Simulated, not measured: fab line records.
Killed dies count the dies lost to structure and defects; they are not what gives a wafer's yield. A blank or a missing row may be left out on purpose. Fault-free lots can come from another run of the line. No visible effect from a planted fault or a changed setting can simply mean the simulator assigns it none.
fab line records	flow n5Finfet
record lots=21	wafers=63	lastDay=17
route steps=1938 shown BEOL_M14@1750 BEOL_M15@1773
lots with no fault: from the same line, run without faults
startH: the number of hours between the record's first day and the start of the first shown wafer of the lot	waitH: hours since the lot's step before	" the same as in the row above	L1.1+2: a single row standing in for several wafers	- either no value or no given start	* or withheld: withheld	< > ~ a bound
route shown NAME@n: NAME is a module with steps in the file, n the number in the route of the first one	usual: mean/standard deviation of fault-free wafers	same: alike in all rows	chamber/n: place in a boat	sites: readings site by site	_std_site: their standard deviation	_edge_site: the outer-site mean with the inner-site mean subtracted	radiusMm: how far each site lies from the wafer's centre	mask NAME#n: copy n	behind: the most recent tool/chamber to have shaped the wafer	hold: why the lot was held/for how many hours/how that ended	device: whichever transistor did not switch (one of n, p or np)	end of line: the route-end tests of the same wafers	a step without rows: its recipe alone	killed: count of dies lost to structure and defects at first sort (not the wafer's yield)	map: the dies of a wafer, with x for killed, . for not killed, _ for no die there
set.NAME: the setting as run; set.NAME@STEP: as run at that earlier step	model.NAME: the simulator's own value behind a step, which no gauge read
one table for each step of the route and one row for each wafer, over a sample of lots
services: the hour from which a tool's chamber was out of use, counted from the record's first day as startH (under 0 if before that day), plus the number of hours and why
## steps
# step N5_BEOL_M14_ETCH_67
# recipe chemistry=CF4	target=SiARC	targetDepthA=1430	timeS=238.3	ionEnergyEv=80	pressureMtorr=40	sourceW=545	biasW=36	Ar_flow_sccm=100	cf4FlowSccm=100	ends=cleared
# usual biasW=36.00/0.1	chamberPressureMTorr=40.00/0.038	drypumpMotorCurrentA=5.9/0.46	etchRfOnTimeS=237/5.8	mfcArSccm=100.01/0.27	oesProductAu=0.72/0.092	rfVppV=184.5/1.3	showerheadPlenumPTorr=2.16/0.072	throttleValvePct=15.44/0.23
lot.wafer	tool	chamber	startH	waitH	biasW	chamberPressureMTorr	drypumpMotorCurrentA	etchRfOnTimeS	mfcArSccm	oesProductAu	rfHoursCounterH	rfVppV	showerheadPlenumPTorr	throttleValvePct
L074.1	rieDiel-05	1	238.16	0.0	36.01	39.93	5.0	241	100.04	0.59	216	184.4	2.12	15.53
L074.2	"	3	"	"	36.17	39.99	6.1	241	100.42	0.58	250	185.2	2.19	15.51
L074.5	"	3	"	"	36.20	40.03	6.2	238	100.10	0.58	-	185.5	2.19	15.50
L076.1	rieDiel-05	2	241.86	0.0	36.05	39.95	5.9	227	100.02	0.84	8	185.5	2.28	15.39
L076.2	"	1	"	"	36.05	39.96	5.0	241	100.23	0.60	217	183.3	2.12	15.54
L076.4	"	2	"	"	36.10	40.03	6.0	227	99.68	0.84	-	186.3	2.28	15.39
L075.1	rieDiel-05	3	245.35	0.0	36.03	40.00	6.2	240	100.21	0.58	253	186.2	2.19	15.52
L075.2	"	1	"	"	36.10	40.00	5.0	243	100.07	0.60	218	184.5	2.12	15.54
L075.3	"	2	"	"	36.15	40.03	6.0	229	99.94	0.84	9	183.5	2.28	15.41
L077.2	rieDiel-05	1	250.58	0.0	36.09	40.04	5.0	242	99.86	0.59	220	185.2	2.12	15.53
L077.3	"	3	"	"	36.16	40.05	6.1	244	99.76	0.58	255	186.7	2.19	15.54
L077.5	"	1	"	"	35.88	39.97	5.0	243	100.05	0.59	-	184.2	2.12	15.54
L079.1	rieDiel-05	2	282.23	0.0	35.94	39.99	6.0	231	100.40	0.80	23	184.8	2.27	15.43
L079.4	"	2	"	"	36.04	39.92	5.9	229	100.25	0.80	-	186.3	2.27	15.43
L079.6	"	0	"	"	36.12	40.01	5.9	230	99.94	0.82	-	186.7	2.27	15.08
L080.4	rieDiel-04	3	284.55	0.1	36.07	40.07	6.1	245	100.20	0.64	-	183.4	2.06	15.47
L080.5	"	1	"	"	36.11	40.06	6.1	235	99.96	0.81	-	183.8	2.18	15.05
L080.6	"	0	"	"	35.99	39.99	6.6	251	99.98	0.56	-	185.3	2.20	15.52
L081.3	rieDiel-03	0	286.83	0.0	35.91	39.99	5.3	243	99.30	0.59	228	183.8	2.12	15.78
L081.4	"	2	"	"	35.86	40.06	6.0	235	100.36	0.82	6	185.6	2.18	15.67
L081.5	"	2	"	"	35.86	40.04	5.9	236	100.43	0.83	-	185.6	2.18	15.69
L084.1	rieDiel-05	0	299.51	0.0	35.89	39.98	5.9	231	99.81	0.81	14	186.9	2.26	15.11
L084.2	"	2	"	"	36.09	39.99	5.9	229	99.57	0.79	31	186.2	2.27	15.43
L084.6	"	2	"	"	36.06	39.98	6.0	232	99.95	0.79	-	185.2	2.27	15.44
L082.1	rieDiel-04	2	302.57	0.0	36.07	40.03	6.4	231	99.65	0.83	6	184.2	2.10	15.49
L082.2	"	3	"	"	36.09	40.05	6.0	245	100.65	0.64	166	183.3	2.06	15.47
L082.6	"	3	"	"	36.16	40.06	6.1	241	99.90	0.64	-	184.2	2.06	15.46
L083.2	rieDiel-03	0	302.97	0.0	35.81	40.00	5.4	245	100.60	0.58	233	182.8	2.12	15.79
L083.4	"	3	"	"	35.89	40.00	5.5	235	100.02	0.71	86	182.5	2.10	15.70
L083.6	"	3	"	"	36.17	39.97	5.5	235	100.34	0.71	-	183.8	2.10	15.71
L085.1	rieDiel-05	2	317.30	0.0	36.02	39.97	6.0	228	100.39	0.79	39	185.5	2.27	15.46
L085.5	"	3	"	"	35.99	39.95	6.1	241	100.28	0.80	-	184.1	2.18	15.01
L085.6	"	2	"	"	36.07	40.00	6.0	228	100.42	0.78	-	186.7	2.27	15.46
L087.1	rieDiel-05	1	325.53	0.0	36.11	40.06	5.0	245	100.18	0.58	249	183.2	2.11	15.58
L087.5	"	2	"	"	35.89	39.95	6.0	232	99.81	0.77	-	186.5	2.27	15.46
L087.6	"	1	"	"	36.01	40.06	5.0	248	100.14	0.57	-	183.9	2.11	15.60
L089.1	rieDiel-05	3	330.93	0.0	35.86	40.01	6.1	242	100.36	0.78	10	185.0	2.18	15.01
L089.3	"	2	"	"	35.97	40.02	5.9	228	99.83	0.78	43	185.9	2.27	15.46
L089.4	"	0	"	"	36.07	39.97	5.8	234	100.24	0.78	-	187.0	2.26	15.12
L086.1	rieDiel-04	3	339.12	0.0	36.04	39.97	6.1	245	99.91	0.63	178	183.1	2.05	15.47
L086.2	"	2	"	"	36.05	40.04	6.4	232	99.82	0.79	22	183.3	2.09	15.53
L086.4	"	2	"	"	35.89	39.98	6.3	233	99.78	0.78	-	186.5	2.09	15.53
L088.1	rieDiel-04	2	347.47	0.0	36.00	40.07	6.4	235	99.99	0.78	26	183.4	2.09	15.52
L088.4	"	0	"	"	35.99	40.03	6.6	241	99.95	0.79	6	183.8	2.19	15.09
L088.5	"	3	"	"	36.09	40.01	6.0	247	99.73	0.62	-	183.8	2.05	15.49
L092.2	rieDiel-05	2	356.33	0.0	36.08	39.98	5.9	231	100.48	0.75	54	184.5	2.26	15.49
L092.4	"	3	"	"	35.86	40.01	6.2	243	99.94	0.75	21	183.4	2.18	15.05
L092.6	"	0	"	"	35.68	40.03	5.8	233	99.86	0.76	-	185.1	2.26	15.14
L091.1	rieDiel-03	2	357.23	0.0	36.15	40.06	6.0	234	99.76	0.77	34	185.4	2.18	15.73
L091.4	"	0	"	"	35.79	39.98	5.3	240	100.04	0.58	248	183.8	2.11	15.81
L091.5	"	3	"	"	36.08	39.96	5.5	237	100.42	0.69	-	184.3	2.09	15.74
L093.1	rieDiel-03	2	377.22	0.0	36.02	40.04	6.0	239	99.98	0.75	42	183.6	2.17	15.74
L093.4	"	1	"	"	36.00	39.98	6.6	230	100.25	0.67	-	182.6	2.07	15.44
L093.6	"	3	"	"	35.90	40.00	5.5	239	99.93	0.68	-	183.1	2.09	15.76
L097.1	rieDiel-03	2	381.57	0.0	36.02	39.98	6.0	237	100.05	0.75	45	184.5	2.17	15.76
L097.2	"	3	"	"	36.19	39.94	5.5	239	100.43	0.68	117	181.3	2.09	15.76
L097.3	"	0	"	"	35.87	39.96	5.3	235	100.52	0.84	1	182.7	2.11	15.37
L095.3	rieDiel-03	3	385.51	0.0	36.03	40.01	5.5	237	99.94	0.67	119	182.7	2.09	15.77
L095.5	"	1	"	"	35.97	39.99	6.6	232	100.02	0.67	-	181.2	2.07	15.44
L095.6	"	2	"	"	35.87	40.00	6.0	238	100.14	0.75	-	184.1	2.17	15.76
L096.1	rieDiel-05	3	389.97	0.0	35.94	40.02	6.1	243	99.74	0.74	33	184.6	2.18	15.08
L096.4	"	1	"	"	36.06	39.98	5.0	241	99.88	0.77	15	184.1	2.10	15.14
L096.6	"	2	"	"	35.98	40.05	5.9	234	100.29	0.73	-	185.8	2.26	15.51
# step N5_BEOL_M14_OCD_MEAS_35
# usual trenchDepthNm=560/15
lot.wafer	tool	chamber	startH	waitH	trenchDepthNm
L074.1	ocd-02	-	238.74	0.0	545
L074.2	"	-	"	"	543
L074.5	"	-	"	"	544
L076.1	ocd-01	-	242.43	0.0	575
L076.2	"	-	"	"	538
L076.4	"	-	"	"	579
L075.1	ocd-02	-	245.93	0.0	542
L075.2	"	-	"	"	537
L075.3	"	-	"	"	573
L077.2	ocd-02	-	251.15	0.0	540
L077.3	"	-	"	"	539
L077.5	"	-	"	"	541
L079.1	ocd-02	-	282.81	0.0	576
L079.4	"	-	"	"	585
L079.6	"	-	"	"	578
L080.4	ocd-02	-	285.05	0.0	542
L080.5	"	-	"	"	563
L080.6	"	-	"	"	530
L081.3	ocd-01	-	287.41	0.0	542
L081.4	"	-	"	"	567
L081.5	"	-	"	"	575
L084.1	ocd-02	-	300.09	0.0	580
L084.2	"	-	"	"	577
L084.6	"	-	"	"	579
L082.1	ocd-02	-	303.15	0.0	566
L082.2	"	-	"	"	543
L082.6	"	-	"	"	544
L083.2	ocd-01	-	303.54	0.0	548
L083.4	"	-	"	"	566
L083.6	"	-	"	"	567
L085.1	ocd-01	-	317.88	0.0	588
L085.5	"	-	"	"	554
L085.6	"	-	"	"	587
L087.1	ocd-01	-	326.11	0.0	539
L087.5	"	-	"	"	568
L087.6	"	-	"	"	533
L089.1	ocd-02	-	331.50	0.0	550
L089.3	"	-	"	"	578
L089.4	"	-	"	"	578
L086.1	ocd-02	-	339.70	0.0	538
L086.2	"	-	"	"	564
L086.4	"	-	"	"	565
L088.1	ocd-02	-	348.05	0.0	568
L088.4	"	-	"	"	550
L088.5	"	-	"	"	540
L092.2	ocd-02	-	356.90	0.0	578
L092.4	"	-	"	"	551
L092.6	"	-	"	"	574
L091.1	ocd-01	-	357.81	0.0	551
L091.4	"	-	"	"	537
L091.5	"	-	"	"	553
L093.1	ocd-02	-	377.79	0.0	568
L093.4	"	-	"	"	583
L093.6	"	-	"	"	563
L097.1	ocd-02	-	382.15	0.0	563
L097.2	"	-	"	"	559
L097.3	"	-	"	"	562
L095.3	ocd-01	-	386.09	0.0	554
L095.5	"	-	"	"	576
L095.6	"	-	"	"	560
L096.1	ocd-02	-	390.54	0.0	553
L096.4	"	-	"	"	562
L096.6	"	-	"	"	571
# step N5_BEOL_M14_DEP_53
# recipe material=SiCN	targetThkA=500	tempC=withheld	precursor=3MS/NH3	pressureTorr=3	rfW=675	timeS=17.8
# usual showerheadPlenumPTorr=4.166/0.017	throttleValvePct=17.7/1
lot.wafer	tool	chamber	startH	waitH	showerheadPlenumPTorr	throttleValvePct
L074.1	pecvd-02	1	242.62	0.0	4.167	18.7
L074.2	"	2	"	"	4.160	15.9
L074.5	"	0	"	"	4.187	18.2
L076.1	pecvd-02	2	248.34	0.0	4.164	16.3
L076.2	"	1	"	"	4.152	18.6
L076.4	"	0	"	"	4.186	18.1
L075.1	pecvd-03	1	256.38	0.0	4.140	18.9
L075.2	"	0	"	"	4.180	17.7
L075.3	"	2	"	"	4.140	15.8
L077.2	pecvd-01	0	256.50	0.0	4.144	18.1
L077.3	"	2	"	"	4.172	17.8
L077.5	"	2	"	"	4.161	17.9
L079.1	pecvd-02	0	285.36	0.0	4.188	18.0
L079.4	"	0	"	"	4.189	18.0
L079.6	"	1	"	"	4.169	18.4
L080.4	pecvd-02	0	287.62	0.0	4.210	18.0
L080.5	"	1	"	"	4.167	18.6
L080.6	"	2	"	"	4.168	16.2
L081.3	pecvd-03	1	295.06	0.0	4.140	18.8
L081.4	"	0	"	"	4.193	17.5
L081.5	"	1	"	"	4.146	18.8
L084.1	pecvd-02	2	302.01	0.0	4.159	16.1
L084.2	"	1	"	"	4.164	18.5
L084.6	"	0	"	"	4.188	17.8
L082.1	pecvd-01	1	305.66	0.0	4.153	18.4
L082.2	"	2	"	"	4.163	17.6
L082.6	"	1	"	"	4.150	18.4
L083.2	pecvd-02	0	305.95	0.0	4.192	17.9
L083.4	"	0	"	"	4.179	18.1
L083.6	"	1	"	"	4.154	18.7
L085.1	pecvd-01	0	324.53	0.0	4.160	18.4
L085.5	"	1	"	"	4.150	18.8
L085.6	"	2	"	"	4.173	17.8
L087.1	pecvd-02	1	328.31	0.0	4.155	18.3
L087.5	"	0	"	"	4.198	18.1
L087.6	"	1	"	"	4.161	18.7
L089.1	pecvd-02	0	336.16	0.0	4.181	18.2
L089.3	"	1	"	"	4.171	18.7
L089.4	"	1	"	"	4.171	18.6
L086.1	pecvd-03	1	341.66	0.0	4.131	19.0
L086.2	"	2	"	"	4.152	16.2
L086.4	"	2	"	"	4.149	16.0
L088.1	pecvd-02	2	349.71	0.0	4.153	16.2
L088.4	"	0	"	"	4.185	18.1
L088.5	"	2	"	"	4.151	16.2
L092.2	pecvd-03	0	358.50	0.0	4.194	17.9
L092.4	"	0	"	"	4.193	17.6
L092.6	"	2	"	"	4.160	15.8
L091.1	pecvd-03	1	361.13	0.0	4.144	19.0
L091.4	"	0	"	"	4.186	17.5
L091.5	"	1	"	"	4.132	18.5
L093.1	pecvd-01	2	379.32	0.0	4.178	18.0
L093.4	"	2	"	"	4.172	17.9
L093.6	"	0	"	"	4.154	18.2
L097.1	pecvd-03	2	384.62	0.0	4.154	16.0
L097.2	"	1	"	"	4.146	19.1
L097.3	"	0	"	"	4.192	18.1
L095.3	pecvd-01	2	388.00	0.0	4.178	17.9
L095.5	"	0	"	"	4.159	18.1
L095.6	"	2	"	"	4.163	18.0
L096.1	pecvd-03	2	393.74	0.0	4.151	16.2
L096.4	"	1	"	"	4.138	18.6
L096.6	"	2	"	"	4.151	16.0
# step N5_BEOL_M14_RS_MEAS_54
# recipe thkMeasGauge=four-point-probe	reads=Cu_of_BEOL_M14_ECD_47+Ta_of_BEOL_M14_SPUTTER_44+TaN_of_BEOL_M14_SPUTTER_43
# usual M14_RS=0.0330/0.0009
lot.wafer	tool	chamber	startH	waitH	M14_RS[ohm/sq]
L074.1	filmMetro-02	-	242.69	0.0	0.0339
L074.2	"	-	"	"	0.0339
L074.5	"	-	"	"	0.0339
L076.1	filmMetro-02	-	248.41	0.0	0.0322
L076.2	"	-	"	"	0.0342
L076.4	"	-	"	"	0.0319
L075.1	filmMetro-02	-	256.45	0.0	0.0342
L075.2	"	-	"	"	0.0344
L075.3	"	-	"	"	0.0321
L077.2	filmMetro-02	-	256.56	0.1	0.0342
L077.3	"	-	"	"	0.0342
L077.5	"	-	"	"	0.0341
L079.1	filmMetro-02	-	285.43	0.0	0.0319
L079.4	"	-	"	"	0.0313
L079.6	"	-	"	"	0.0318
L080.4	filmMetro-02	-	287.68	0.0	0.0340
L080.5	"	-	"	"	0.0327
L080.6	"	-	"	"	0.0347
L081.3	filmMetro-01	-	295.13	0.1	0.0342
L081.4	"	-	"	"	0.0327
L081.5	"	-	"	"	0.0322
L084.1	filmMetro-02	-	302.08	0.0	0.0317
L084.2	"	-	"	"	0.0319
L084.6	"	-	"	"	0.0319
L082.1	filmMetro-02	-	305.73	0.0	0.0325
L082.2	"	-	"	"	0.0340
L082.6	"	-	"	"	0.0339
L083.2	filmMetro-02	-	306.02	0.1	0.0337
L083.4	"	-	"	"	0.0326
L083.6	"	-	"	"	0.0326
L085.1	filmMetro-02	-	324.60	0.0	0.0313
L085.5	"	-	"	"	0.0333
L085.6	"	-	"	"	0.0313
L087.1	filmMetro-01	-	328.38	0.0	0.0343
L087.5	"	-	"	"	0.0326
L087.6	"	-	"	"	0.0347
L089.1	filmMetro-02	-	336.23	0.0	0.0336
L089.3	"	-	"	"	0.0319
L089.4	"	-	"	"	0.0318
L086.1	filmMetro-01	-	341.74	0.1	0.0342
L086.2	"	-	"	"	0.0328
L086.4	"	-	"	"	0.0327
L088.1	filmMetro-01	-	349.78	0.0	0.0325
L088.4	"	-	"	"	0.0336
L088.5	"	-	"	"	0.0342
L092.2	filmMetro-01	-	358.57	0.1	0.0320
L092.4	"	-	"	"	0.0336
L092.6	"	-	"	"	0.0321
L091.1	filmMetro-02	-	361.19	0.0	0.0336
L091.4	"	-	"	"	0.0344
L091.5	"	-	"	"	0.0334
L093.1	filmMetro-01	-	379.39	0.0	0.0326
L093.4	"	-	"	"	0.0317
L093.6	"	-	"	"	0.0328
L097.1	filmMetro-01	-	384.68	0.0	0.0327
L097.2	"	-	"	"	0.0330
L097.3	"	-	"	"	0.0329
L095.3	filmMetro-02	-	388.07	0.1	0.0333
L095.5	"	-	"	"	0.0319
L095.6	"	-	"	"	0.0330
L096.1	filmMetro-02	-	393.80	0.0	0.0333
L096.4	"	-	"	"	0.0328
L096.6	"	-	"	"	0.0322
# step N5_BEOL_M15_ILD_DEP_00
# recipe material=SiO2	targetThkA=16293	tempC=400	precursor=TEOS/O2	pressureTorr=6.5	rfW=900	teosFlowSccm=161.4	gas=O2	flowSccm=2650	timeS=346.1
# usual heaterPowerOuterW=277/93	heaterPowerW=515/150	showerheadPlenumPTorr=8.34/0.043	susceptorTempC=400.01/0.2	throttleValvePct=18.4/0.76
lot.wafer	tool	chamber	startH	waitH	heaterPowerOuterW	heaterPowerW	showerheadPlenumPTorr	susceptorTempC	throttleValvePct
L074.1	pecvd-01	2	242.75	0.0	204	387	8.34	400.07	18.4
L074.2	"	0	"	"	257	548	8.34	399.85	18.9
L074.5	"	1	"	"	338	633	8.35	400.21	19.1
L076.1	pecvd-02	1	248.47	0.0	294	524	8.37	399.71	19.1
L076.2	"	2	"	"	364	643	8.35	400.18	16.8
L076.4	"	2	"	"	437	738	8.34	400.39	16.3
L075.1	pecvd-02	0	256.51	0.0	211	397	8.38	399.92	18.7
L075.2	"	2	"	"	429	722	8.38	400.12	16.5
L075.3	"	1	"	"	269	473	8.35	400.05	19.1
L077.2	pecvd-01	2	256.63	0.0	217	406	8.36	400.23	18.2
L077.3	"	1	"	"	368	653	8.33	400.01	19.3
L077.5	"	2	"	"	159	335	8.33	400.14	18.3
L079.1	pecvd-04	2	285.49	0.0	227	419	8.24	400.38	18.2
L079.4	"	2	"	"	169	332	8.24	400.14	18.3
L079.6	"	1	"	"	278	560	8.35	400.08	18.0
L080.4	pecvd-04	2	287.84	0.1	170	335	8.22	399.85	18.1
L080.5	"	1	"	"	281	577	8.36	399.87	18.2
L080.6	"	0	"	"	131	249	8.35	399.58	17.9
L081.3	pecvd-01	0	295.30	0.1	205	470	8.35	399.71	18.8
L081.4	"	1	"	"	342	611	8.35	400.22	19.5
L081.5	"	1	"	"	434	716	8.33	400.11	19.4
L084.1	pecvd-01	1	302.14	0.0	415	721	8.34	400.04	19.5
L084.2	"	0	"	"	296	600	8.35	400.20	18.8
L084.6	"	1	"	"	491	782	8.34	400.03	19.3
L082.1	pecvd-01	1	305.79	0.0	467	800	8.34	400.20	19.1
L082.2	"	2	"	"	233	439	8.35	400.01	18.3
L082.6	"	1	"	"	339	610	8.32	400.13	19.3
L083.2	pecvd-01	1	306.08	0.0	347	631	8.34	400.20	19.3
L083.4	"	0	"	"	306	604	8.35	399.83	18.8
L083.6	"	1	"	"	452	753	8.32	400.28	19.5
L085.1	pecvd-02	0	324.66	0.0	232	427	8.39	400.17	18.7
L085.5	"	2	"	"	433	739	8.34	400.04	16.8
L085.6	"	1	"	"	312	559	8.34	399.80	19.0
L087.1	pecvd-02	2	328.44	0.0	424	738	8.35	400.21	16.7
L087.5	"	1	"	"	308	535	8.35	400.11	19.3
L087.6	"	0	"	"	163	344	8.39	399.94	18.8
L089.1	pecvd-02	2	336.29	0.0	414	736	8.36	400.16	16.8
L089.3	"	1	"	"	283	494	8.37	399.99	19.1
L089.4	"	2	"	"	323	607	8.34	399.90	16.6
L086.1	pecvd-02	0	341.80	0.0	205	383	8.38	400.08	18.6
L086.2	"	1	"	"	225	421	8.36	399.97	19.3
L086.4	"	0	"	"	245	444	8.41	399.94	18.6
L088.1	pecvd-04	2	349.84	0.0	209	389	8.24	400.21	18.2
L088.4	"	1	"	"	383	706	8.36	400.07	18.4
L088.5	"	2	"	"	256	440	8.23	399.82	18.2
L092.2	pecvd-01	0	358.63	0.0	208	478	8.35	400.12	18.8
L092.4	"	2	"	"	223	422	8.35	399.85	18.1
L092.6	"	1	"	"	442	772	8.34	400.06	19.5
L091.1	pecvd-04	2	361.26	0.0	258	448	8.23	400.33	18.3
L091.4	"	1	"	"	271	572	8.38	400.33	18.2
L091.5	"	2	"	"	166	334	8.22	400.00	18.3
L093.1	pecvd-04	2	379.45	0.0	204	377	8.23	399.92	18.3
L093.4	"	2	"	"	254	446	8.24	400.08	18.1
L093.6	"	1	"	"	272	573	8.35	400.00	18.1
L097.1	pecvd-02	1	384.75	0.0	269	490	8.36	400.15	19.0
L097.2	"	2	"	"	349	637	8.35	400.19	16.7
L097.3	"	0	"	"	202	392	8.42	399.88	18.4
L095.3	pecvd-04	1	388.13	0.0	368	667	8.36	399.74	18.3
L095.5	"	0	"	"	129	247	8.37	399.87	17.9
L095.6	"	2	"	"	229	429	8.24	400.01	18.5
L096.1	pecvd-02	0	393.87	0.0	235	438	8.39	399.70	18.7
L096.4	"	0	"	"	160	334	8.40	399.83	18.7
L096.6	"	1	"	"	220	411	8.35	399.76	18.9
# step N5_BEOL_M15_VIA_ETCH_16
# recipe chemistry=C4F8/O2/Ar	target=SiO2	heInnerTorr=15	heOuterTorr=30	targetDepthA=17922	timeS=withheld	ionEnergyEv=800	pressureMtorr=20	sourceW=1905	biasW=2040	Ar_flow_sccm=400	C4F8_flow_sccm=16	O2_flow_sccm=12	ends=cleared
# usual biasW=2039/6.4	chamberPressureMTorr=20.000/0.018	drypumpMotorCurrentA=5.51/0.25	mfcArSccm=400.1/1.2	oes_ar_750_au=0.82/0.083	oesProductAu=0.74/0.079	rfVppV=2214/45	showerheadPlenumPTorr=3.43/0.11	throttleValvePct=30.78/0.3
lot.wafer	tool	chamber	startH	waitH	biasW	chamberPressureMTorr	drypumpMotorCurrentA	mfcArSccm	oes_ar_750_au	oesProductAu	rfVppV	showerheadPlenumPTorr	throttleValvePct
L074.1	rieDiel-01	3	243.48	0.0	2035	20.026	5.18	400.4	0.82	0.74	2203	3.49	31.19
L074.2	"	1	"	"	2035	19.991	5.52	400.9	0.95	0.85	2224	3.51	30.37
L074.5	"	1	"	"	2038	20.001	5.49	401.5	0.95	0.86	2225	3.51	30.38
L076.1	rieDiel-01	1	249.20	0.0	2043	19.993	5.51	399.9	0.93	0.86	2225	3.51	30.38
L076.2	"	0	"	"	2036	20.009	5.42	399.9	0.75	0.67	2144	3.28	30.93
L076.4	"	0	"	"	2032	19.992	5.42	399.7	0.75	0.67	2144	3.28	30.93
L075.1	rieDiel-01	3	257.37	0.0	2037	20.002	5.16	400.1	0.81	0.74	2204	3.49	31.21
L075.2	"	1	"	"	2031	19.989	5.51	399.5	0.93	0.84	2223	3.51	30.41
L075.3	"	0	"	"	2037	19.981	5.43	401.0	0.76	0.67	2143	3.28	30.93
L077.2	rieDiel-02	3	257.73	0.0	2029	20.029	5.35	400.4	0.76	0.67	2201	3.28	30.81
L077.3	"	0	"	"	2029	20.014	5.10	399.2	0.96	0.87	2267	3.51	30.57
L077.5	"	3	"	"	2043	19.997	5.34	401.1	0.75	0.67	2200	3.28	30.81
L079.1	rieDiel-02	1	286.35	0.0	2034	20.008	5.68	401.4	0.81	0.73	2248	3.31	30.84
L079.4	"	0	"	"	2031	20.004	5.11	402.2	0.92	0.83	2265	3.50	30.57
L079.6	"	1	"	"	2040	19.997	5.67	401.0	0.81	0.73	2245	3.31	30.83
L080.4	rieDiel-02	1	288.59	0.0	2041	20.018	5.66	398.7	0.81	0.72	2244	3.31	30.84
L080.5	"	0	"	"	2042	19.990	5.10	397.7	0.92	0.82	2265	3.50	30.56
L080.6	"	3	"	"	2039	20.042	5.35	401.2	0.74	0.66	2200	3.27	30.81
L081.3	rieDiel-01	0	296.15	0.0	2042	20.028	5.46	399.2	0.74	0.67	2143	3.28	30.94
L081.4	"	1	"	"	2043	19.988	5.50	399.0	0.91	0.82	2225	3.50	30.41
L081.5	"	1	"	"	2042	20.017	5.50	400.3	0.92	0.83	2224	3.50	30.40
L084.1	rieDiel-02	3	302.92	0.0	2040	20.014	5.33	399.1	0.74	0.66	2199	3.27	30.82
L084.2	"	1	"	"	2046	19.993	5.68	398.5	0.80	0.71	2248	3.31	30.83
L084.6	"	2	"	"	2035	20.026	5.87	400.8	0.80	0.72	2287	3.44	30.22
L082.1	rieDiel-06	3	306.77	0.0	2040	19.996	5.92	399.9	0.82	0.73	2243	3.63	30.73
L082.2	"	1	"	"	2034	19.969	5.33	399.6	0.68	0.61	2246	3.37	30.87
L082.6	"	0	"	"	2049	20.009	5.79	399.9	0.94	0.85	2187	3.41	31.08
L083.2	rieDiel-01	1	307.23	0.0	2042	20.015	5.48	400.0	0.91	0.82	2224	3.50	30.40
L083.4	"	2	"	"	2027	19.989	5.76	400.8	0.92	0.84	2262	3.54	31.26
L083.6	"	3	"	"	2035	19.985	5.16	401.3	0.80	0.72	2203	3.48	31.22
L085.1	rieDiel-06	1	325.52	0.0	2044	20.025	5.31	400.6	0.67	0.61	2249	3.37	30.90
L085.5	"	0	"	"	2032	20.003	5.79	398.4	0.92	0.83	2184	3.40	31.09
L085.6	"	3	"	"	2047	20.028	5.90	399.9	0.80	0.73	2242	3.63	30.73
L087.1	rieDiel-06	0	329.41	0.0	2042	19.986	5.79	401.1	0.92	0.83	2185	3.40	31.08
L087.5	"	3	"	"	2048	20.013	5.89	398.6	0.81	0.72	2243	3.63	30.73
L087.6	"	2	"	"	2048	20.020	5.46	400.3	0.70	0.63	2149	3.52	30.58
L089.1	rieDiel-01	3	337.02	0.0	2055	20.011	5.17	401.2	0.79	0.72	2203	3.48	31.22
L089.3	"	1	"	"	2044	19.999	5.48	401.7	0.90	0.82	2223	3.50	30.41
L089.4	"	2	"	"	2034	19.977	5.78	401.0	0.90	0.83	2261	3.53	31.27
L086.1	rieDiel-06	2	342.58	0.1	2040	19.998	5.43	401.8	0.70	0.62	2151	3.51	30.57
L086.2	"	0	"	"	2043	19.974	5.83	401.3	0.90	0.83	2183	3.40	31.09
L086.4	"	2	"	"	2043	20.010	5.46	400.5	0.70	0.63	2149	3.51	30.57
L088.1	rieDiel-01	1	350.70	0.0	2038	20.023	5.47	401.0	0.90	0.81	2223	3.50	30.41
L088.4	"	3	"	"	2030	19.985	5.16	400.1	0.79	0.70	2203	3.47	31.21
L088.5	"	2	"	"	2048	19.989	5.76	399.7	0.90	0.81	2263	3.53	31.24
L092.2	rieDiel-02	2	359.36	0.0	2037	20.005	5.83	402.3	0.78	0.70	2285	3.43	30.24
L092.4	"	1	"	"	2042	19.982	5.65	400.1	0.79	0.70	2246	3.30	30.85
L092.6	"	1	"	"	2044	19.985	5.64	399.7	0.79	0.70	2245	3.30	30.84
L091.1	rieDiel-01	0	361.99	0.0	2042	19.989	5.41	398.9	0.73	0.65	2140	3.27	30.97
L091.4	"	1	"	"	2034	20.038	5.44	400.1	0.89	0.79	2224	3.49	30.43
L091.5	"	0	"	"	2033	19.999	5.43	400.1	0.73	0.65	2141	3.27	30.97
L093.1	rieDiel-01	3	380.22	0.0	2051	20.024	5.14	399.8	0.78	0.71	2204	3.47	31.23
L093.4	"	0	"	"	2044	20.002	5.40	399.7	0.73	0.65	2141	3.26	30.98
L093.6	"	1	"	"	2029	20.008	5.45	399.3	0.89	0.79	2224	3.49	30.41
L097.1	rieDiel-06	0	385.86	0.0	2040	20.000	5.81	400.5	0.88	0.79	2184	3.39	31.12
L097.2	"	2	"	"	2037	20.033	5.46	400.7	0.69	0.61	2148	3.50	30.59
L097.3	"	1	"	"	2027	20.029	5.31	398.5	0.97	0.88	2247	3.36	30.63
L095.3	rieDiel-06	2	388.98	0.0	2048	19.973	5.39	399.8	0.69	0.62	2152	3.50	30.60
L095.5	"	2	"	"	2040	20.007	5.42	400.3	0.69	0.62	2150	3.50	30.59
L095.6	"	3	"	"	2038	20.000	5.94	399.3	0.79	0.71	2243	3.62	30.74
L096.1	rieDiel-02	3	394.84	0.0	2049	20.012	5.35	400.0	0.72	0.64	2198	3.26	30.85
L096.4	"	2	"	"	2039	19.998	5.82	400.8	0.77	0.69	2286	3.42	30.24
L096.6	"	1	"	"	2025	19.989	5.67	399.5	0.78	0.69	2245	3.30	30.84
## services
tool	chamber	startH	hours	kind
pecvd-04	-	217.39	1.0	repair
pecvd-01	1	221.11	2.1	scheduledDown
rieDiel-04	-	223.43	2.3	repair
pecvd-02	0	227.39	2.1	scheduledDown
rieDiel-01	2	235.33	5.0	repair
rieDiel-03	1	242.80	8.4	repair
rieDiel-02	1	243.32	8.0	repair
pecvd-01	-	245.54	0.4	repair
rieDiel-04	3	254.77	12.9	repair
pecvd-02	2	257.54	8.1	repair
pecvd-02	-	258.78	6.9	repair
pecvd-02	-	276.17	1.1	repair
pecvd-03	-	307.04	2.8	pm
pecvd-02	-	308.00	1.4	repair
rieDiel-03	3	308.90	6.4	repair
rieDiel-01	1	313.05	21.1	repair
rieDiel-04	3	323.50	7.8	repair
rieDiel-04	0	329.44	10.8	repair
rieDiel-03	0	331.16	12.6	repair
pecvd-01	0	333.16	5.5	scheduledDown
rieDiel-06	3	342.18	7.7	repair
rieDiel-06	0	344.37	5.4	repair
pecvd-01	1	383.62	-	clean
pecvd-01	1	383.62	-	consumableReplace:showerhead
## key
fault none
